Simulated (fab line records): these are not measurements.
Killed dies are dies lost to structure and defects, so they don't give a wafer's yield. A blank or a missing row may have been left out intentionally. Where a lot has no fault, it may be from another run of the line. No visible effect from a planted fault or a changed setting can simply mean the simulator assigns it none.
Which tool did it? + flow nand_harc + 12 lots, 36 wafers sampled, at 4 steps of a route of 1302

## WHAT EACH GAUGE READ, for each wafer
NHARC_A_M1_OVL_MEAS_10: pitch 240 nm.
| lot  | measured     | on         | overlay_x_nm (nm) |
|------|--------------|------------|-------------------|
| L076 | day 23 12:09 | overlay-02 | 0.6 -0.2 0.6      |
| L077 | day 23 22:22 | overlay-02 | 0.8 0.4 0.8       |
| L078 | day 24 23:06 | overlay-02 | -0.7 -0.4 -0.3    |
| L081 | day 25 05:56 | overlay-02 | 0.1 -0.3 0.2      |
| L084 | day 27 11:57 | overlay-01 | 0.1 0.5 -0.1      |
| L085 | day 27 15:25 | overlay-01 | -1.1 -0.8 -1.5    |
| L086 | day 28 07:43 | overlay-02 | -0.1 0.1 0.2      |
| L090 | day 30 04:01 | overlay-02 | -1.1 0.0 -0.8     |
| L087 | day 30 12:31 | overlay-01 | -1.5 -1.0 -1.6    |
| L096 | day 31 10:34 | overlay-02 | 0.0 -0.5 -0.2     |
| L095 | day 31 20:03 | overlay-02 | -1.8 -1.8 -0.7    |
| L097 | day 32 10:11 | overlay-02 | -2.3 -2.1 -2.9    |

## WHICH TOOL RAN EACH LOT (tool, then ch and the chambers of the sampled wafers, then the start)
| lot  | NHARC_A_CONTACT_ETCH_136             | NHARC_A_CONTACT_CMP_20        | NHARC_A_M0_PRE_CLEAN_29                 |
|------|--------------------------------------|-------------------------------|-----------------------------------------|
| L076 | har_cap_etch-01 ch 0,1, day 22 23:26 | cmp-04 ch 0,1,3, day 23 03:04 | pvd_sputter-01, day 23 12:09 or earlier |
| L077 | har_cap_etch-03 ch 0,1, day 23 08:35 | cmp-01 ch 1,2, day 23 13:02   | pvd_sputter-01, day 23 22:22 or earlier |
| L078 | har_cap_etch-03 ch 0,1, day 24 10:24 | cmp-02 ch 0,3, day 24 14:02   | pvd_sputter-01, day 24 23:06 or earlier |
| L081 | har_cap_etch-02 ch 1, day 24 16:47   | cmp-01 ch 1,2,3, day 24 20:25 | pvd_sputter-02, day 25 05:56 or earlier |
| L084 | har_cap_etch-02 ch 0,1, day 26 23:15 | cmp-04 ch 1,2,3, day 27 03:03 | pvd_sputter-02, day 27 11:57 or earlier |
| L085 | har_cap_etch-01 ch 0,1, day 27 02:40 | cmp-04 ch 0,1,2, day 27 06:19 | pvd_sputter-02, day 27 15:25 or earlier |
| L086 | har_cap_etch-03 ch 0,1, day 27 17:55 | cmp-01 ch 1,3, day 27 22:10   | pvd_sputter-03, day 28 07:43 or earlier |
| L090 | har_cap_etch-02 ch 0,1, day 29 15:16 | cmp-04 ch 0,2, day 29 18:54   | pvd_sputter-03, day 30 04:01 or earlier |
| L087 | har_cap_etch-03 ch 0,1, day 29 23:32 | cmp-01 ch 0,1,2, day 30 03:38 | pvd_sputter-02, day 30 12:31 or earlier |
| L096 | har_cap_etch-01 ch 0,1, day 30 21:49 | cmp-01 ch 0,2, day 31 01:31   | pvd_sputter-03, day 31 10:34 or earlier |
| L095 | har_cap_etch-03 ch 0,1, day 31 06:23 | cmp-01 ch 0,1,3, day 31 09:58 | pvd_sputter-01, day 31 20:03 or earlier |
| L097 | har_cap_etch-01 ch 0,1, day 31 19:55 | cmp-01 ch 0,2,3, day 31 23:56 | pvd_sputter-03, day 32 10:11 or earlier |
- NHARC_A_CONTACT_ETCH_136: etches the open film in C4F8/O2/Ar, time 311 s, target depth 1912 nm.
- NHARC_A_CONTACT_CMP_20: polishes, t overpolish 30 s, target thk 300 nm.
- NHARC_A_M0_PRE_CLEAN_29: time 30 s.

## THE ANSWER, worked out from the rows above alone
Rule: the usual values come from the lots themselves. The widest of any qualifying gaps counts: lots, ordered by their means at a reading, are off when they make up no more than a third of the lots, leave a main group of 4 or more, and stand apart from it by 3 or more times the standard deviation of that group's means. The tables above print the reading to a certain number of digits; a main group whose means all agree to those digits is not used. A lot without any number at a reading at which 4 lots or more have one is off too. The other lots that the step has rows for count as sound.
Nothing can be told from this: no lot is off at any reading shown.

## WHAT HAD BEEN PUT IN BY THE SIMULATOR
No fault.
